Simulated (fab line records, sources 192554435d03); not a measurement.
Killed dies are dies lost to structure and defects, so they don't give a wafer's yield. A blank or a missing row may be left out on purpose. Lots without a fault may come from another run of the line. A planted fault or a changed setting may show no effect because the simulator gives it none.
Chamber matching | flow n5_finfet | N5_BEOL_M7_ILD_DEP_00 on pecvd-04: 3 sister chambers
The step deposits SiCOH lowk from DEMS/porogen, target thk 179.75 nm, time 33.4 s. 3 wafers are shown with their chamber, then 11 later ones without.

WAFERS WITH THEIR CHAMBER
wafer  | chamber | showerhead_vpp_V (V)
L090.4 | 2       | 1341
L090.6 | 0       | 1348
L092.2 | 1       | 1518

WAFERS WITHOUT THEIR CHAMBER
wafer  | showerhead_vpp_V (V)
L092.4 | 1345
L092.5 | 1372
L093.2 | 1335
L093.3 | 1341
L093.4 | 1534
L095.2 | 1517
L095.5 | 1351
L095.6 | 1532
L081.1 | 1394
L081.4 | 1358
L081.5 | 1494

WHICH CHAMBER EACH WENT THROUGH
wafer  | from the rows above     | in truth
L092.4 | can't be placed: 0 or 2 | 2
L092.5 | can't be placed: 0 or 2 | 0
L093.2 | can't be placed: 2 or 0 | 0
L093.3 | can't be placed: 2 or 0 | 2
L093.4 | 1                       | 1
L095.2 | 1                       | 1
L095.5 | can't be placed: 0 or 2 | 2
L095.6 | 1                       | 1
L081.1 | can't be placed: 0 or 2 | 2
L081.4 | can't be placed: 0 or 2 | 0
L081.5 | 1                       | 1
Placed correctly: 4 of 11. Can't be placed from these rows: 7 (the true chamber is among the candidates in 7). Placed wrongly: 0.
How it was worked out, from the rows above alone: a wafer's distance from a chamber is the root of the sum, over the readings, of the square of ((its reading less the chamber's mean) divided by the reading's scatter). The wafer belongs to the nearest chamber; if the next one is less than 2 further off, it can't be placed. A chamber's mean is the mean of its shown wafers. The scatter: with one shown wafer a chamber, the root of the mean of the squares of how far each hidden wafer lies from its nearest shown one.
